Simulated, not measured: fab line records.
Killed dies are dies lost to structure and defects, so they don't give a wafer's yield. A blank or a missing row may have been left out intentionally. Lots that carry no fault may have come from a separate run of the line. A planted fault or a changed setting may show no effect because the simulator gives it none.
Lot-split experiment ; flow n5 finfet ; route with 1938 steps; 7 lots, 21 wafers read

ABOUT THE SPLIT
At N5_BEOL_M13_SPUTTER_43 (material TaN, target thk 15 nm, time 24.19 s), the setting power w was moved away from the recipe's 15000 W on 8 of the 21 wafers read, by -10.1% to +6.8%. The other wafers ran this setting at the recipe's value.

Reading taken at the split's own step.

THE READING
TaN_of_BEOL_M13_SPUTTER_43.thk nm (the simulator's own value, which no gauge read), in nm, at N5_BEOL_M13_SPUTTER_43 (material TaN, target thk 15 nm, time 24.19 s). The file does not state a usual value for it. The 13 wafers here that ran the recipe average 15.1 nm, standard deviation 0.2 nm.

wafer;tool, chamber at the split;power w as run, W;against the recipe;TaN_of_BEOL_M13_SPUTTER_43.thk nm, nm;against lot-mates on the recipe
L076.1;pvd sputter-02, -;15000;recipe;14.8;-
L076.5;pvd sputter-02, -;15000;recipe;14.8;-
L076.6;pvd sputter-02, -;14220;-5.2%;14;-0.8
L080.2;pvd sputter-01, -;15000;recipe;15;-
L080.4;pvd sputter-01, -;15970;+6.5%;16;+1.0
L080.5;pvd sputter-01, -;15970;+6.5%;16.2;+1.2
L081.2;pvd sputter-02, -;15000;recipe;15;-
L081.3;pvd sputter-02, -;13490;-10.1%;13.6;-1.4
L081.4;pvd sputter-02, -;13490;-10.1%;13.4;-1.6
L084.3;pvd sputter-01, -;15000;recipe;15;-
L084.5;pvd sputter-01, -;13650;-9.0%;13.6;-1.4
L084.6;pvd sputter-01, -;13650;-9.0%;13.4;-1.6
L091.1;pvd sputter-03, -;15000;recipe;15;-
L091.5;pvd sputter-03, -;15000;recipe;15;-
L091.4;pvd sputter-03, -;15000;recipe;15.4;-
L094.1;pvd sputter-03, -;15000;recipe;15;-
L094.2;pvd sputter-03, -;15000;recipe;15;-
L094.5;pvd sputter-03, -;16020;+6.8%;16;+1.0
L093.3;pvd sputter-03, -;15000;recipe;15.4;-
L093.5;pvd sputter-03, -;15000;recipe;15.4;-
L093.6;pvd sputter-03, -;15000;recipe;15;-

THE FIT
A straight line over all 21 wafers: TaN_of_BEOL_M13_SPUTTER_43.thk nm changes by +0.162 nm for each +1% of power w; r = +0.98; the points scatter about the line by 0.19 nm.
The same after taking each lot's own level away (the mean of its wafers on the recipe; 21 wafers): +0.158 nm for each +1%; r = +0.99; scatter 0.13 nm.
That fit puts the effect of the largest move of power w on the reading at 1.6 nm.
The lots' own levels span 14.80 to 15.27 nm, that is 2.4 times the standard deviation above.
Consequently the slope shifts little with the lot-to-lot level, the two slopes agreeing.
Check: for one of the wafers moved furthest among these (-10.1%), held out of the fit, the line's prediction against its lot-mates is -1.64 nm. It came out at -1.4 nm against them.

THE OTHER SPLITS THESE WAFERS WENT THROUGH
These wafers also went through other splits before the reading. Each is held against what the fit with the lots' levels taken away leaves over:
other split on the same wafers;wafers away from the commonest value;r with TaN_of_BEOL_M13_SPUTTER_43.thk nm (lot level and that fit taken away)
N5_BEOL_M10_EXPOSE_25 dose mj;8;+0.09
N5_BEOL_M11_ETCH_41 time s;5;+0.26
N5_BEOL_M13_COAT_58 spin rpm;7;-0.36
N5_BEOL_M13_TRENCH_ETCH_34 time s;6;-0.08

THE FILE'S OWN FIT
TaN_of_BEOL_M13_SPUTTER_43.thk nm changes by +0.157 nm for each +1% of power w, r = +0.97.
